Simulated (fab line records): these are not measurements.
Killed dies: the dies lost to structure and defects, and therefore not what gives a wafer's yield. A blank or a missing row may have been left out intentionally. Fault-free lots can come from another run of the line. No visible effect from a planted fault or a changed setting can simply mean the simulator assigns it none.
A single fault, viewed from 2 desks ; flow nand harc ; what lay behind the numbers comes last; until then each desk has only its own

## AT THE METROLOGY DESK
What the gauges read for every lot (on any tool): the sampled wafers with a number, averaged. The brackets show how far a lot's mean lies from the usual mean; more than 4 standard deviations puts the lot out of limits, marked OUT.
Columns: A = cd nm at NHARC_P_CONTACT_CD_MEAS_12, usual 90.0 nm; B = overlay x nm at NHARC_P_CONTACT_OVL_MEAS_13, usual 0.4 nm; C = overlay y nm at NHARC_P_CONTACT_OVL_MEAS_13, usual 0.1 nm
lot;first seen here;A;B;C
L469;day 5 22:40;90.2;0.8;-0.3
L468;day 5 23:16;89.8;0.6;-0.0
L470;day 6 03:22;89.1;1.2;0.6
L472;day 6 10:42;90.0;0.9;0.1
L471;day 6 11:10;89.2;0.3;-0.3
L473;day 6 18:37;89.7;-0.3;0.9
L475;day 7 09:50;91.5;-0.4;1.3
L482;day 8 17:04;89.6;1.4;-1.2
L480;day 8 20:08;96.7 (+7.2) OUT;-2.1;-0.0
L484;day 9 14:38;91.5;1.8;-0.1
L488;day 10 09:30;91.6;0.4;-0.7
L489;day 10 22:08;89.7;1.3;-0.1
L490;day 10 22:17;90.9;1.6;-0.3
Finding of this desk: L480 out of limits; the first was L480 at day 8 20:08, on cd nm at NHARC_P_CONTACT_CD_MEAS_12. In limits: L469, L468, L470, L472, L471, L473, L475, L482, L484, L488, L489, L490.

## TOOL OWNER'S DESK, litho track-01
The tool's own readings at NHARC_P_CONTACT_PEB_10 (peb time 65 s): means of the sampled wafers that have a number, for each lot that ran on this tool. The brackets show how far a lot's mean lies from the usual mean; more than 4 standard deviations puts the lot out of limits, marked OUT.
Columns: A = heater power total W at NHARC_P_CONTACT_PEB_10, usual 156.6 W
lot;first seen here;A
L469;day 5 22:35;156.8
L468;day 5 23:11;156.4
L470;day 6 03:17;156.2
L472;day 6 10:37;156.8
L471;day 6 11:05;156.5
L480;day 8 20:03;157.0
Finding of this desk: none of the 6 lots has anything out of limits.

## TAKEN TOGETHER
On L480, the metrology desk was in a position to raise an alarm at day 8 20:08.
The desk of the tool owner found nothing out of limits.
On record at the tool owner's desk: L480, within its limits.
NHARC_P_CONTACT_PEB_10 was run on litho track-01 by each of the lots named.

## WHAT THE SIMULATOR HAD INSERTED
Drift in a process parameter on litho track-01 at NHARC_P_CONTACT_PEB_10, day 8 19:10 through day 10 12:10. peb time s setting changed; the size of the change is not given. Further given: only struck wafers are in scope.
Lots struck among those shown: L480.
Hours from the fault's start to each desk's first reading out of limits: the metrology desk, 1.
